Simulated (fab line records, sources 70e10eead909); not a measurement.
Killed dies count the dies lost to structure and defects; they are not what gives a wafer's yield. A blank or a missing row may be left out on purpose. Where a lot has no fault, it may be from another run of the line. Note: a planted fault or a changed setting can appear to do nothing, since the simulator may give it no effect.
Problem report, 8D (eight disciplines) form, completed by code    flow nand harc    the parts of the form that need people (team, actions taken, sign-off) are left out

## 1. THE PROBLEM
killed at array at NHARC_END_SORT_01 reads a mean of 674 on 2 wafers of 2 lots; wafers without a fault read 29 with a standard deviation of 11. That is +59 standard deviations from the usual mean.
Seen first at day 26 21:04 on prober-01, wafer L786.4. The record has a number at this step for 6 wafers belonging to 2 lots. By rule, "out" or "out of limits" means more than 4 standard deviations away from the usual mean. All remaining wafers that have a number are taken as sound.

## 2. WHAT THIS IS AND IS NOT
question                     is                            is not
which readings at this step  killed at array, killed dies  killed at other, killed at periphery, killed open, killed short
which lots                   L786, L787                    -
which wafers of those lots   L786.4, L787.4                L786.1, L786.2, L787.2, L787.5
read on which gauges         prober-01                     -
when                         from day 26 21:04             up to then (2 sound wafers); but 2 sound wafers of L787 came after

## 3. WHAT RULES OUT EACH SUSPECT
Counting: a tool at a process step up to the reading stays a suspect if it ran every lot that is out. Sound lots after the first of them don't rule it out here, since some wafers of a struck lot are sound.
- the gauge at NHARC_END_SORT_01 has been ruled out. All the wafers that are out were read on prober-01, but those of them that NHARC_A_STAIRCASE_ETCH_27 has rows for are out there too, on other tools.
- rie diel-04 at NHARC_A_STAIRCASE_TRIM_22 (chemistry O2, time 211.2 s): kept. It ran every lot that is out, first L787 (day 14 21:32). NHARC_A_STAIRCASE_TRIM_22: start missing for some lots; hours and lot order therefore follow NHARC_A_STAIRCASE_ETCH_27.
- rie diel-04 at NHARC_A_STAIRCASE_ETCH_27 (etches the open film in C4F8/O2, target depth 100 nm, time 40.5 s): kept. It ran every lot that is out, first L787 (day 14 21:32). Its own readings are out on those wafers: run length s.
Remaining after the count are rie diel-04 at NHARC_A_STAIRCASE_TRIM_22 and rie diel-04 at NHARC_A_STAIRCASE_ETCH_27.

## 4. THE CAUSE (what the simulator had put in)
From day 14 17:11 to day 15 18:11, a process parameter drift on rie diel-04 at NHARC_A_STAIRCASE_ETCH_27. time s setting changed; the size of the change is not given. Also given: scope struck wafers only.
Of the 2 suspects that counting leaves, this tool is one.

## 5. THE EFFECT CHAIN, in route order
One row per reading whose mean, taken over the struck wafers that have a number, lies over 3 standard deviations from the usual. Scope: only readings with a usual standard deviation given in the record; hours: median across lots of the time from each lot's start at the first step in this table that gives one to its start at this step; sigmas: change in usual standard deviations.
hours  step                       reading          usual   on struck wafers  change  sigmas
0      NHARC_A_STAIRCASE_ETCH_27  run length s     61.8 s  75.0              +13.2   +32
291    NHARC_END_SORT_01          killed at array  29      674               +645    +59
291    NHARC_END_SORT_01          killed dies      33      677               +644    +54
The process steps in it:
- NHARC_A_STAIRCASE_ETCH_27: etches the open film in C4F8/O2, target depth 100 nm, time 40.5 s.

## 6. WHAT WOULD HAVE CAUGHT IT SOONER
The first out-of-limits reading at a measuring or inspecting step in this record came at day 26 21:04, 292 hours after the fault's start at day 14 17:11.
Tool's own readings at NHARC_A_STAIRCASE_ETCH_27, run length s: out on all struck wafers the step has rows for; an alarm limit on them would have tripped on the first.
By day 26 21:04, every lot that is out (2) had started NHARC_A_STAIRCASE_ETCH_27 on rie diel-04. Holding the tool at that point would not have protected any of them.
